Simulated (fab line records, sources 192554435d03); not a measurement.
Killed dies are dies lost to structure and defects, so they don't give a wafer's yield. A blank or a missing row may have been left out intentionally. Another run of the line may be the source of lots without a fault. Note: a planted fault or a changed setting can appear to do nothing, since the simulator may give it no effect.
Lot-split experiment | flow n5-finfet | 21 wafers read across 7 lots, on a route 1938 steps long

== THE SPLIT ==
At N5_BEOL_M2_DESCUM_33 (chemistry O2, time 7 s), the setting time-s was moved away from the recipe's 7 s on 6 of the 21 wafers read, by +6.6% to +20.5%. The other wafers ran this setting at the recipe's value.

== FROM THE SPLIT TO THE READING: what the file shows between them, 3 steps ==
- N5_BEOL_M2_ETCH_77: etches underlayer in N2/H2, target depth 6.5 nm, time 5.2 s
- N5_BEOL_M2_ETCH_69: etches SiARC in CF4, target depth 15.6 nm, time 26 s
- N5_BEOL_M2_ALD_98: deposits SiO2, target thk 2.5 nm, pulse time 1 s, co reactant pulse time 1 s

== THE READING ==
CAR-EUV_of_BEOL_M2_COAT_22.thk-nm (the simulator's own value, which no gauge read), in nm, at N5_BEOL_M2_ETCHBACK_99 (etches SiO2 in CHF3, target depth 5 nm, time 10.4 s). No usual value for it is given in the file. Here, 15 wafers ran the recipe; their average is 10.4 nm with a standard deviation of 0.068 nm.

wafer  | tool, chamber at the split | time-s as run, s | against the recipe | CAR-EUV_of_BEOL_M2_COAT_22.thk-nm, nm | against lot-mates on the recipe
L075.4 | rie-diel-01, 0,2           | 7.701            | +10.0%             | 10.2                                  | -0.2
L075.6 | rie-diel-01, 0,2           | 7.701            | +10.0%             | 10.2                                  | -0.2
L075.5 | rie-diel-01, 1             | 7                | recipe             | 10.4                                  | -
L080.2 | rie-diel-06, 0,2,3         | 7                | recipe             | 10.4                                  | -
L080.6 | rie-diel-06, 0,2,3         | 7                | recipe             | 10.4                                  | -
L080.4 | rie-diel-06, 0,2,3         | 7                | recipe             | 10.6                                  | -
L087.1 | rie-diel-06, 3             | 7                | recipe             | 10.4                                  | -
L087.5 | rie-diel-06, 1             | 7                | recipe             | 10.4                                  | -
L087.2 | rie-diel-06, 0             | 8.079            | +15.4%             | 10                                    | -0.4
L091.1 | rie-diel-06, 2,1,0         | 7                | recipe             | 10.4                                  | -
L091.3 | rie-diel-06, 2,1,0         | 7                | recipe             | 10.4                                  | -
L091.5 | rie-diel-06, 2,1,0         | 7                | recipe             | 10.4                                  | -
L092.2 | rie-diel-01, 3             | 7.464            | +6.6%              | 10.2                                  | -0.3
L092.3 | rie-diel-01, 0,1           | 7                | recipe             | 10.6                                  | -
L092.4 | rie-diel-01, 0,1           | 7                | recipe             | 10.4                                  | -
L096.1 | rie-diel-01, 3             | 7                | recipe             | 10.4                                  | -
L096.2 | rie-diel-01, 2,3           | 8.432            | +20.5%             | 9.6                                   | -0.8
L096.5 | rie-diel-01, 2,3           | 8.432            | +20.5%             | 9.6                                   | -0.8
L095.1 | rie-diel-03, 3,3,1         | 7                | recipe             | 10.4                                  | -
L095.4 | rie-diel-03, 3,3,1         | 7                | recipe             | 10.4                                  | -
L095.6 | rie-diel-03, 3,3,1         | 7                | recipe             | 10.4                                  | -
The file does not say which wafer passed through which chamber wherever a row lists several chambers: such a row stands for several wafers.

THE FIT
A straight line over all 21 wafers: CAR-EUV_of_BEOL_M2_COAT_22.thk-nm changes by -0.0359 nm for each +1% of time-s; r = -0.95; the points scatter about the line by 0.084 nm.
The same after taking each lot's own level away (the mean of its wafers on the recipe; 21 wafers): -0.0345 nm for each +1%; r = -0.95; scatter 0.082 nm.
According to that fit, moving time-s by its largest amount changes the reading by 0.71 nm.
Measured against the standard deviation above, the lots' own levels, which go from 10.40 to 10.50 nm, span 1.5 times it.
Consequently the slope shifts little with the lot-to-lot level, the two slopes agreeing.
Check: for one of the wafers moved furthest among these (+20.5%), held out of the fit, the line's prediction against its lot-mates is -0.65 nm. It came out at -0.8 nm against them.

== THE WHOLE CHAIN: every reading that the file lists as answering this split, in the file's order ==
step                   | what it does                                                | reading                                                                            | change (the file's fit)                | r (the file's)
N5_BEOL_M2_DESCUM_33   | chemistry O2, time 7 s                                      | CAR-EUV_of_BEOL_M2_COAT_22.thk-nm (the simulator's own value, which no gauge read) | -0.0308 nm for each +1% of the setting | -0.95
N5_BEOL_M2_ETCH_77     | etches underlayer in N2/H2, target depth 6.5 nm, time 5.2 s | CAR-EUV_of_BEOL_M2_COAT_22.thk-nm (the simulator's own value, which no gauge read) | -0.0374 nm for each +1% of the setting | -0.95
N5_BEOL_M2_ETCH_69     | etches SiARC in CF4, target depth 15.6 nm, time 26 s        | CAR-EUV_of_BEOL_M2_COAT_22.thk-nm (the simulator's own value, which no gauge read) | -0.0323 nm for each +1% of the setting | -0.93
N5_BEOL_M2_ETCHBACK_99 | etches SiO2 in CHF3, target depth 5 nm, time 10.4 s         | CAR-EUV_of_BEOL_M2_COAT_22.thk-nm (the simulator's own value, which no gauge read) | -0.0331 nm for each +1% of the setting | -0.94

== FILE'S OWN FIT ==
CAR-EUV_of_BEOL_M2_COAT_22.thk-nm changes by -0.0331 nm for each +1% of time-s, r = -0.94.
